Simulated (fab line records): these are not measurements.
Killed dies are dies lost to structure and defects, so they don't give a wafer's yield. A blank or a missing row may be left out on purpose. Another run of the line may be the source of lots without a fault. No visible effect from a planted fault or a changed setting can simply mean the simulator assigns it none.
Matching of chambers + flow n5_finfet + 3 sister chambers for N5_BEOL_M5_CO_CAP_78 on cvd_co-02
The step material Co, precursor CCTBA/H2, target thk 2 nm, time 102.1 s. 3 wafers are shown with their chamber, then 12 later ones without.

## WAFERS PAIRED WITH THEIR CHAMBERS
| wafer  | chamber | heater_power_w (W) |
|--------|---------|--------------------|
| L091.2 | 0       | 213                |
| L091.3 | 1       | 234                |
| L091.6 | 2       | 256                |

## WAFERS WITH NO CHAMBER GIVEN
| wafer  | heater_power_w (W) |
|--------|--------------------|
| L090.3 | 232                |
| L090.4 | 216                |
| L090.5 | 236                |
| L092.1 | 222                |
| L092.2 | 251                |
| L092.5 | 215                |
| L094.1 | 248                |
| L094.2 | 212                |
| L094.4 | 219                |
| L096.2 | 235                |
| L096.5 | 215                |
| L096.6 | 234                |

## THE CHAMBER EACH PASSED THROUGH
| wafer  | from the rows above     | in truth |
|--------|-------------------------|----------|
| L090.3 | 1                       | 1        |
| L090.4 | 0                       | 0        |
| L090.5 | 1                       | 1        |
| L092.1 | can't be placed: 0 or 1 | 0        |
| L092.2 | 2                       | 2        |
| L092.5 | 0                       | 0        |
| L094.1 | can't be placed: 2 or 1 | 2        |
| L094.2 | 0                       | 0        |
| L094.4 | 0                       | 0        |
| L096.2 | 1                       | 1        |
| L096.5 | 0                       | 0        |
| L096.6 | 1                       | 1        |
10 of 12 placed correctly. These rows do not allow placing 2 (true chamber among the candidates in 2). Wrongly placed: 0.
How it was worked out, from the rows above alone: a wafer's distance from a chamber is the root of the sum, over the readings, of the square of ((its reading less the chamber's mean) divided by the reading's scatter). The wafer belongs to the nearest chamber; if the next one is less than 2 further off, it can't be placed. A chamber's mean is the mean of its shown wafers. The scatter: root of mean squared gap, hidden wafer to nearest shown wafer, with one shown wafer a chamber.
